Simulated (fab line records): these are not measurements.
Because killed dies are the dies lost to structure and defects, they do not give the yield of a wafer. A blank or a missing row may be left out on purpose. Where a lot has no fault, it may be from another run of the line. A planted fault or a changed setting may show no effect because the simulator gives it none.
One fault seen from 2 desks :: flow n5-finfet :: what lay behind the numbers comes last; until then each desk has only its own

== AT THE METROLOGY DESK ==
What the gauges read for every lot (on any tool): the sampled wafers with a number, averaged. Any lot whose mean is over 4 standard deviations away from the usual mean is out of limits and marked OUT; that distance is given in the brackets. Readings shown: 7 of its 10, picked as those furthest out on some lot.
Columns: A = DIBL_N at N5_BEOL_M4_RC_MEAS_101, usual 36.3 mV/V; B = DIBL_P at N5_BEOL_M4_RC_MEAS_101, usual 35.7 mV/V; C = IOFF_N at N5_BEOL_M4_RC_MEAS_101, usual 0.155 nA/um; D = IOFF_P at N5_BEOL_M4_RC_MEAS_101, usual 0.204 nA/um; E = SS_N at N5_BEOL_M4_RC_MEAS_101, usual 71.5 mV/dec; F = VT_N at N5_BEOL_M4_RC_MEAS_101, usual 250.2 mV; G = VT_P at N5_BEOL_M4_RC_MEAS_101, usual -251 mV
lot: L260
first seen here: day 8 18:48
A: 35.0
B: 34.9
C: 0.154
D: 0.208
E: 71.4
F: 249.3
G: -249

lot: L261
first seen here: day 8 21:08
A: 36.5
B: 36.8
C: 0.175
D: 0.196
E: 71.1
F: 246.5
G: -254

lot: L262
first seen here: day 8 23:38
A: 35.7
B: 34.5
C: 0.147
D: 0.226
E: 70.9
F: 251.0
G: -248

lot: L263
first seen here: day 9 00:10
A: 36.8
B: 36.6
C: 0.175
D: 0.231
E: 71.0
F: 248.1
G: -247

lot: L264
first seen here: day 9 17:58
A: 38.9
B: 37.6
C: 0.191
D: 0.246
E: 72.4
F: 248.8
G: -247

lot: L276
first seen here: day 12 10:29
A: 34.8
B: 34.2
C: 0.129
D: 0.184
E: 71.3
F: 252.1
G: -251

lot: L278
first seen here: day 13 05:38
A: 36.2
B: 35.4
C: 0.150
D: 0.189
E: 71.6
F: 250.5
G: -253

lot: L279
first seen here: day 13 06:14
A: 36.8
B: 36.6
C: 0.172
D: 0.230
E: 71.2
F: 247.8
G: -247
This desk's finding: nothing out of limits on any of the 8 lots.

== FOR THE TOOL OWNER'S DESK: pecvd-04 ==
The tool's own readings at N5_DUMMY_GATE_PECVD_30 (deposits SiO2 from TEOS/O2, target thk 55 nm, time 10.8 s): means of the sampled wafers that have a number, for each lot that ran on this tool. Any lot whose mean is over 4 standard deviations away from the usual mean is out of limits and marked OUT; that distance is given in the brackets.
Columns: A = chamber-pressure-Torr at N5_DUMMY_GATE_PECVD_30, usual 6.501 Torr
lot: L261
first seen here: day 3 15:54
A: 6.504

lot: L263
first seen here: day 4 03:15
A: 6.501

lot: L264
first seen here: day 4 11:29
A: 6.496
This desk's finding: nothing out of limits on any of the 3 lots.

== ALL TOGETHER ==
Nothing out of limits was seen by the metrology desk.
Nothing out of limits was seen by the tool owner's desk.

== WHAT THE SIMULATOR HAD PUT IN ==
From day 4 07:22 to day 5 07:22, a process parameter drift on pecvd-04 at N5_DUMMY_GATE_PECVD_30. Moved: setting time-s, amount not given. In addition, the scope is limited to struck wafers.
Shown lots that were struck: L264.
